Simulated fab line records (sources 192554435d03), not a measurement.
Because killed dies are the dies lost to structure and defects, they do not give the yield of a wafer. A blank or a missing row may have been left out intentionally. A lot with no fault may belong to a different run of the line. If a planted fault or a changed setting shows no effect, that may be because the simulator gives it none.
Struck lot and sound lot, side by side | flow n5Finfet | 16 steps out of a route of 1938
Sound: wafers L318.3, L318.5, L318.6. Wafers struck: L320.3, L320.5, L320.6. The cause comes at the end.
Order at every step that has rows: each side's tool, ch and its chambers, its first start. Under that, the readings that differ: sound wafers | struck wafers | difference of the means | sigmas: that difference in standard deviations of wafers without a fault.
alike: readings whose means differ by less than 2 such deviations, and words and numbers that are the same on both sides. not compared: withheld readings, readings that some wafer has no value for, bounds like >300 that may hide the same value, and numbers for which the record gives no deviation and whose values overlap.
Wherever a step has rows on one side only, a row that says differs or no value, or a row with sigmas, the two part there. Numbers that don't overlap but have no deviation are shown without sigmas and don't part them. A reading that every wafer of one side lacks parts them only if that side has two wafers or more.

N5_FIN_SAQP_MANDREL_ETCH_22: etches a-Si in HBr/Cl2, stops on SiNx, target depth 60 nm, bt time 10 s, time 30 s.
  sound on rieSi-05 ch 0,1, day 3 23:05; struck on rieSi-05 ch 0,3, day 4 10:34
  alike: drypumpMotorCurrentA, heBacksideLeakSccm, oesProductAu, throttleValvePct
  not compared: rfHoursCounterH
then, 4 steps without rows for these wafers: N5_FIN_SAQP_STRIP_55 (strips in N2/H2); N5_FIN_SAQP_STRIP_23 (strips in SPM, time 750 s); N5_FIN_SAQP_SRD_66 (time 30 s); N5_FIN_SAQP_RECESS_75 (chemistry HF/NH3, target SiO2, target depth 14.4 nm, afs cycles 3, sublimation time 60 s).
N5_FIN_SAQP_SPACER1_ALD_24: deposits SiO2, target thk 20.3 nm, pulse time 1 s, purge time 2 s.
  sound on aldSin-01 ch 1,2, day 4 00:00; struck on aldSin-02 ch 1,2, day 4 11:44
  alike: heaterPowerW, precursorPulseHeightRel
then, 1 step without rows for these wafers: N5_FIN_SAQP_SPACER1_ETCHBACK_25 (etches SiO2 in CHF3/O2, target depth 24.4 nm, time 12.2 s).
N5_FIN_SAQP_MANDREL1_REMOVE_56: chemistry HBr/Cl2/O2, target a-Si, stops on SiNx, bt time 10 s.
  sound on rieSi-01 ch 0,2, day 4 00:54; struck on rieSi-03 ch 2,3, day 4 12:34
  alike: drypumpMotorCurrentA, heBacksideLeakSccm, oesProductAu, throttleValvePct
  not compared: rfHoursCounterH
N5_FIN_SAQP_CD_MEAS_27: target cd 20 nm.
  sound on cdSem-03 ch 0, day 4 01:01; struck on cdSem-02 ch 0, day 4 12:41
  alike: cdNm
then, 1 step without rows for these wafers: N5_FIN_SAQP_ETCH_57 (etches SiNx in CH3F/O2, target depth 32.5 nm, time 46.4 s).
N5_FIN_SAQP_ETCH_65: etches SiO2 in CF4, target depth 4 nm, time 4.4 s.
  sound on rieSi-03 ch 0,1, day 4 01:10; struck on rieSi-05 ch 0,2,3, day 4 12:54
  alike: drypumpMotorCurrentA, heBacksideLeakSccm, oesProductAu, throttleValvePct
  not compared: rfHoursCounterH
N5_FIN_SAQP_MANDREL_ETCH_58: etches a-Si in HBr/Cl2, stops on SiNx, target depth 45 nm, bt time 10 s, time 27 s.
  sound on rieSi-03 ch 0,1, day 4 01:12; struck on rieSi-05 ch 0,2,3, day 4 12:56
  alike: drypumpMotorCurrentA, heBacksideLeakSccm, oesProductAu, throttleValvePct
  not compared: rfHoursCounterH
N5_FIN_SAQP_RECESS_63: chemistry HF/NH3, target SiO2, target depth 18 nm, afs cycles 3, sublimation time 60 s.
  sound on vaporEtch-02 ch 0,1, day 4 01:24; struck on vaporEtch-02 ch 0,1, day 4 13:08
  no value came back on the struck wafers for afsCycles, drypumpMotorCurrentA (A), sublimationTimeS (s); on the sound wafers afsCycles reads 3 3 3
then, 1 step without rows for these wafers: N5_FIN_SAQP_COAT_68 (time 60 s, resist thk 100 nm).
N5_BEOL_M4_RC_MEAS_101:
  the record has rows for the sound wafers here (prober-02 ch 0, day 10 02:44) and none for the struck ones
-- here the record skips 10 days between the struck wafers' starts before and after, leaving off in module BEOL_M4 and picking up in module PASSIVATION (first step shown: number 1936 of the route) --
N5_PASSIVATION_PROBE_49:
  struck on prober-01, day 14 19:16; sound on prober-01, day 14 02:43
reading                 | sound          | struck         | difference | sigmas
defectLimitedYield (%)  | 92.3 92.0 92.0 | 0 0 0          | -92        | -66
killedAtFrontEnd        | 32 29 45       | 1133 1141 1126 | +1098      | +92
killedDies              | 91 94 94       | 1180 1180 1180 | +1087      | +64
killedOnRim             | 14 13 16       | 152 152 152    | +138       | +34
sort_bin_5_function (%) | 4.7 4.5 3.8    | 97.3 95.4 97.4 | +92.4      | +99 or more
sortNPass               | 1089 1086 1086 | 0 0 0          | -1087      | -64
sortYieldPct (%)        | 92.3 92.0 92.0 | 0 0 0          | -92        | -66
  alike: killed_at_M0_to_M3, killed_at_M4_up, killedAtContacts, killedAtOther, killedOpen, killedShort, sort_bin_6_memory, sort_bin_8_speed

WHERE THEY PART
First at N5_FIN_SAQP_RECESS_63; last, within this record, at N5_PASSIVATION_PROBE_49.

WHY: the cause the simulator had injected
Skipped step whole: vaporEtch-02, from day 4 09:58 on, at N5_FIN_SAQP_RECESS_63. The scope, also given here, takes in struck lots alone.
